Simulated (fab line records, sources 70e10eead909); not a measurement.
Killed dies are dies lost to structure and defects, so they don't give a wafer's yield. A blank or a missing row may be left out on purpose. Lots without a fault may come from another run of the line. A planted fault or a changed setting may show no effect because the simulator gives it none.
Chamber matching | flow nand_harc | NHARC_A_STAIRCASE_ETCH_292 on rie_diel-12: 4 sister chambers
The step etches the open film in CF4/CHF3. 4 wafers are shown with their chamber, then 12 later ones without.

WAFERS WITH THEIR CHAMBER
wafer  | chamber | showerhead_plenum_p_Torr (Torr)
L088.4 | 2       | 1.68
L087.1 | 3       | 1.57
L091.4 | 0       | 1.58
L091.6 | 1       | 1.49

WAFERS WITHOUT THEIR CHAMBER
wafer  | showerhead_plenum_p_Torr (Torr)
L090.3 | 1.57
L090.5 | 1.58
L090.6 | 1.57
L094.1 | 1.57
L094.3 | 1.58
L094.5 | 1.49
L095.2 | 1.58
L095.4 | 1.48
L095.5 | 1.58
L095.1 | 1.67
L095.3 | 1.57
L095.6 | 1.48

WHICH CHAMBER EACH WENT THROUGH
wafer  | from the rows above | in truth
L090.3 | 3                   | 3
L090.5 | 0                   | 0
L090.6 | 3                   | 3
L094.1 | 3                   | 3
L094.3 | 0                   | 0
L094.5 | 1                   | 1
L095.2 | 0                   | 0
L095.4 | 1                   | 1
L095.5 | 0                   | 0
L095.1 | 2                   | 2
L095.3 | 3                   | 3
L095.6 | 1                   | 1
Placed correctly: 12 of 12. Can't be placed from these rows: 0. Placed wrongly: 0.
How it was worked out, from the rows above alone: a wafer's distance from a chamber is the root of the sum, over the readings, of the square of ((its reading less the chamber's mean) divided by the reading's scatter). The wafer belongs to the nearest chamber; if the next one is less than 2 further off, it can't be placed. A chamber's mean is the mean of its shown wafers. The scatter: with one shown wafer a chamber, the root of the mean of the squares of how far each hidden wafer lies from its nearest shown one.
